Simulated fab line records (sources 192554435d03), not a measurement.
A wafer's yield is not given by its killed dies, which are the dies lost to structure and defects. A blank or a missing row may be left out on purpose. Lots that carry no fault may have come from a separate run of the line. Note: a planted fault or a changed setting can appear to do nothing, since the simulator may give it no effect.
Split-lot trial || flow n5-finfet || route with 1938 steps; 7 lots, 21 wafers read

== ON THE SPLIT ==
At N5_DUMMY_GATE_ETCH_31 (etches SiO2 in C4F6/O2, target depth 82.5 nm, time 27.5 s), the setting target-depth-a was moved away from the recipe's 825 angstrom on 3 of the 21 wafers read, by -5.7% to +8.6%. This setting was run at the recipe's value on the other wafers.

The split's own step is where the reading is taken.

== THE READING ==
etch.depth-nm (the simulator's own value, which no gauge read), in nm, at N5_DUMMY_GATE_ETCH_31 (etches SiO2 in C4F6/O2, target depth 82.5 nm, time 27.5 s). No usual value for it is given in the file. Here, 18 wafers ran the recipe; their average is 82.94 nm with a standard deviation of 1.1 nm.

{"wafer": "L075.1", "tool, chamber at the split": "rie-diel-06, 3", "target-depth-a as run, angstrom": 825, "against the recipe": "recipe", "etch.depth-nm, nm": 81.55, "against lot-mates on the recipe": "-"}
{"wafer": "L075.2", "tool, chamber at the split": "rie-diel-06, 2", "target-depth-a as run, angstrom": 825, "against the recipe": "recipe", "etch.depth-nm, nm": 79.96, "against lot-mates on the recipe": "-"}
{"wafer": "L075.3", "tool, chamber at the split": "rie-diel-06, 1", "target-depth-a as run, angstrom": 777.7, "against the recipe": "-5.7%", "etch.depth-nm, nm": 75.64, "against lot-mates on the recipe": -5.11}
{"wafer": "L076.2", "tool, chamber at the split": "rie-diel-03, 1", "target-depth-a as run, angstrom": 825, "against the recipe": "recipe", "etch.depth-nm, nm": 82.15, "against lot-mates on the recipe": "-"}
{"wafer": "L076.4", "tool, chamber at the split": "rie-diel-03, 1", "target-depth-a as run, angstrom": 825, "against the recipe": "recipe", "etch.depth-nm, nm": 82.92, "against lot-mates on the recipe": "-"}
{"wafer": "L076.6", "tool, chamber at the split": "rie-diel-03, 2", "target-depth-a as run, angstrom": 825, "against the recipe": "recipe", "etch.depth-nm, nm": 82.69, "against lot-mates on the recipe": "-"}
{"wafer": "L081.2", "tool, chamber at the split": "rie-diel-01, 0", "target-depth-a as run, angstrom": 825, "against the recipe": "recipe", "etch.depth-nm, nm": 83.09, "against lot-mates on the recipe": "-"}
{"wafer": "L081.3", "tool, chamber at the split": "rie-diel-01, 1", "target-depth-a as run, angstrom": 825, "against the recipe": "recipe", "etch.depth-nm, nm": 84.78, "against lot-mates on the recipe": "-"}
{"wafer": "L081.6", "tool, chamber at the split": "rie-diel-01, 2", "target-depth-a as run, angstrom": 825, "against the recipe": "recipe", "etch.depth-nm, nm": 83.31, "against lot-mates on the recipe": "-"}
{"wafer": "L086.1", "tool, chamber at the split": "rie-diel-06, 3", "target-depth-a as run, angstrom": 825, "against the recipe": "recipe", "etch.depth-nm, nm": 83.95, "against lot-mates on the recipe": "-"}
{"wafer": "L086.3", "tool, chamber at the split": "rie-diel-06, 2", "target-depth-a as run, angstrom": 825, "against the recipe": "recipe", "etch.depth-nm, nm": 81.53, "against lot-mates on the recipe": "-"}
{"wafer": "L086.5", "tool, chamber at the split": "rie-diel-06, 0", "target-depth-a as run, angstrom": 825, "against the recipe": "recipe", "etch.depth-nm, nm": 84.19, "against lot-mates on the recipe": "-"}
{"wafer": "L087.3", "tool, chamber at the split": "rie-diel-01, 0", "target-depth-a as run, angstrom": 825, "against the recipe": "recipe", "etch.depth-nm, nm": 83.27, "against lot-mates on the recipe": "-"}
{"wafer": "L087.4", "tool, chamber at the split": "rie-diel-01, 2", "target-depth-a as run, angstrom": 825, "against the recipe": "recipe", "etch.depth-nm, nm": 83.86, "against lot-mates on the recipe": "-"}
{"wafer": "L087.5", "tool, chamber at the split": "rie-diel-01, 0", "target-depth-a as run, angstrom": 825, "against the recipe": "recipe", "etch.depth-nm, nm": 83.29, "against lot-mates on the recipe": "-"}
{"wafer": "L091.2", "tool, chamber at the split": "rie-diel-06, 2", "target-depth-a as run, angstrom": 796.6, "against the recipe": "-3.4%", "etch.depth-nm, nm": 78.17, "against lot-mates on the recipe": -5.14}
{"wafer": "L091.3", "tool, chamber at the split": "rie-diel-06, 1", "target-depth-a as run, angstrom": 825, "against the recipe": "recipe", "etch.depth-nm, nm": 83.25, "against lot-mates on the recipe": "-"}
{"wafer": "L091.4", "tool, chamber at the split": "rie-diel-06, 0", "target-depth-a as run, angstrom": 825, "against the recipe": "recipe", "etch.depth-nm, nm": 83.36, "against lot-mates on the recipe": "-"}
{"wafer": "L092.1", "tool, chamber at the split": "rie-diel-03, 0", "target-depth-a as run, angstrom": 895.8, "against the recipe": "+8.6%", "etch.depth-nm, nm": 89.14, "against lot-mates on the recipe": "+6.22"}
{"wafer": "L092.4", "tool, chamber at the split": "rie-diel-03, 1", "target-depth-a as run, angstrom": 825, "against the recipe": "recipe", "etch.depth-nm, nm": 83.36, "against lot-mates on the recipe": "-"}
{"wafer": "L092.6", "tool, chamber at the split": "rie-diel-03, 0", "target-depth-a as run, angstrom": 825, "against the recipe": "recipe", "etch.depth-nm, nm": 82.49, "against lot-mates on the recipe": "-"}

THE FIT
A straight line over all 21 wafers: etch.depth-nm changes by +0.941 nm for each +1% of target-depth-a; r = +0.88; the points scatter about the line by 1.2 nm.
The same after taking each lot's own level away (the mean of its wafers on the recipe; 21 wafers): +0.847 nm for each +1%; r = +0.93; scatter 0.85 nm.
Per that fit: largest target-depth-a move, reading shift of 7.3 nm.
The span of the lots' own levels, 80.755 to 83.727 nm, comes to 2.7 times the standard deviation stated above.
Thus the slope moves with the lot-to-lot level: the two fits are different.
Check: for one of the wafers moved furthest among these (+8.6%), held out of the fit, the line's prediction against its lot-mates is +8.93 nm. Against them it came out at +6.22 nm.

== THE OTHER SPLITS THESE WAFERS WENT THROUGH ==
These wafers also went through other splits before the reading. Each is held against what the fit with the lots' levels taken away leaves over:
{"other split on the same wafers": "N5_ZERO_LAYER_EXPOSE_08 dose-mj", "wafers away from the commonest value": 4, "r with etch.depth-nm (lot level and that fit taken away)": "+0.12"}
{"other split on the same wafers": "N5_ZERO_LAYER_DEVELOP_10 develop-time-s", "wafers away from the commonest value": 10, "r with etch.depth-nm (lot level and that fit taken away)": "+0.04"}
{"other split on the same wafers": "N5_WELL_APT_EXPOSE_22 dose-mj", "wafers away from the commonest value": 9, "r with etch.depth-nm (lot level and that fit taken away)": "+0.10"}
{"other split on the same wafers": "N5_WELL_APT_PEB_23 peb-time-s", "wafers away from the commonest value": 11, "r with etch.depth-nm (lot level and that fit taken away)": -0.02}
{"other split on the same wafers": "N5_FIN_SAQP_HM_DEP_72 time-s", "wafers away from the commonest value": 8, "r with etch.depth-nm (lot level and that fit taken away)": -0.12}
{"other split on the same wafers": "N5_FIN_SAQP_DESCUM_21 time-s", "wafers away from the commonest value": 4, "r with etch.depth-nm (lot level and that fit taken away)": "+0.16"}
{"other split on the same wafers": "N5_FIN_CUT_EXPOSE_05 dose-mj", "wafers away from the commonest value": 4, "r with etch.depth-nm (lot level and that fit taken away)": -0.32}

== FILE'S OWN FIT ==
etch.depth-nm changes by +0.848 nm for each +1% of target-depth-a, r = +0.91.
